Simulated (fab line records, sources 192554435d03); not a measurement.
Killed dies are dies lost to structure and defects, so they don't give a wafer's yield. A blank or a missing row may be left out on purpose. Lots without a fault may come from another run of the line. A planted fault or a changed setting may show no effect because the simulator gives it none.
Split-lot experiment | flow n5_finfet | 7 lots, 21 wafers read, on a route of 1938 steps

THE SPLIT
At N5_BEOL_M5_DESCUM_16 (chemistry O2, time 7 s), the setting time_s was moved away from the recipe's 7 s on 9 of the 21 wafers read, by -11.1% to +8.8%. The other wafers ran this setting at the recipe's value.

The reading is taken at the split's own step.

THE READING
CAR-EUV_of_BEOL_M5_COAT_05.thk_nm (the simulator's own value, which no gauge read), in nm, at N5_BEOL_M5_DESCUM_16 (chemistry O2, time 7 s). The file gives no usual value for it. The 12 wafers here that ran the recipe average 26.0 nm, standard deviation 0.055 nm.

wafer  | tool, chamber at the split | time_s as run, s | against the recipe | CAR-EUV_of_BEOL_M5_COAT_05.thk_nm, nm | against lot-mates on the recipe
L074.1 | rie_diel-04, 2,0,1         | 6.525            | -6.8%              | 26.2                                  | no lot-mate on the recipe
L074.2 | rie_diel-04, 2,0,1         | 6.525            | -6.8%              | 26.2                                  | no lot-mate on the recipe
L074.4 | rie_diel-04, 2,0,1         | 6.525            | -6.8%              | 26.2                                  | no lot-mate on the recipe
L076.4 | rie_diel-04, 2             | 7                | recipe             | 26.2                                  | -
L076.5 | rie_diel-04, 1,0           | 7.618            | +8.8%              | 25.8                                  | -0.4
L076.6 | rie_diel-04, 1,0           | 7.618            | +8.8%              | 25.8                                  | -0.4
L078.2 | rie_diel-04, 3,2           | 7                | recipe             | 26                                    | -
L078.6 | rie_diel-04, 3,2           | 7                | recipe             | 26                                    | -
L078.4 | rie_diel-04, 0             | 6.367            | -9.0%              | 26.4                                  | +0.4
L084.2 | rie_diel-05, 3,0,3         | 7                | recipe             | 26                                    | -
L084.5 | rie_diel-05, 3,0,3         | 7                | recipe             | 26                                    | -
L084.6 | rie_diel-05, 3,0,3         | 7                | recipe             | 26                                    | -
L087.1 | rie_diel-04, 3             | 7                | recipe             | 26                                    | -
L087.5 | rie_diel-04, 0,3           | 6.486            | -7.3%              | 26.4                                  | +0.4
L087.6 | rie_diel-04, 0,3           | 6.486            | -7.3%              | 26.4                                  | +0.4
L090.1 | rie_diel-04, 3             | 6.222            | -11.1%             | 26.4                                  | +0.4
L090.3 | rie_diel-04, 0,3           | 7                | recipe             | 26                                    | -
L090.6 | rie_diel-04, 0,3           | 7                | recipe             | 26                                    | -
L095.2 | rie_diel-05, 1,3,0         | 7                | recipe             | 26                                    | -
L095.4 | rie_diel-05, 1,3,0         | 7                | recipe             | 26                                    | -
L095.6 | rie_diel-05, 1,3,0         | 7                | recipe             | 26                                    | -
Where a row lists several chambers, the file gives one row for several wafers and doesn't say which wafer went through which chamber.

THE FIT
A straight line over all 21 wafers: CAR-EUV_of_BEOL_M5_COAT_05.thk_nm changes by -0.0333 nm for each +1% of time_s; r = -0.93; the points scatter about the line by 0.07 nm.
The same after taking each lot's own level away (the mean of its wafers on the recipe; 18 wafers): -0.0447 nm for each +1%; r = -0.99; scatter 0.035 nm.
On that fit, the largest move of time_s shifts the reading by 0.5 nm.
The lots' own levels span 26.00 to 26.20 nm, that is 3.6 times the standard deviation above.
So the lot-to-lot level changes the slope: the two fits differ.
Check: with one of the wafers moved furthest among these (-11.1%) left out of the fit, the line predicts +0.538 nm for it against its lot-mates. It came out at +0.4 nm against them.

OTHER SPLITS ON THESE WAFERS
These wafers also went through other splits before the reading. Each is held against what the fit with the lots' levels taken away leaves over:
other split on the same wafers   | wafers away from the commonest value | r with CAR-EUV_of_BEOL_M5_COAT_05.thk_nm (lot level and that fit taken away)
N5_BEOL_M3_COAT_05 spin_rpm      | 9                                    | +0.12
N5_BEOL_M4_PECVD_72 temp_c       | 9                                    | -0.29
N5_BEOL_M4_DESCUM_33 time_s      | 4                                    | -0.75
N5_BEOL_M4_TRENCH_ETCH_37 time_s | 10                                   | -0.42

THE FILE'S OWN FIT
CAR-EUV_of_BEOL_M5_COAT_05.thk_nm changes by -0.0431 nm for each +1% of time_s, r = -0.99.
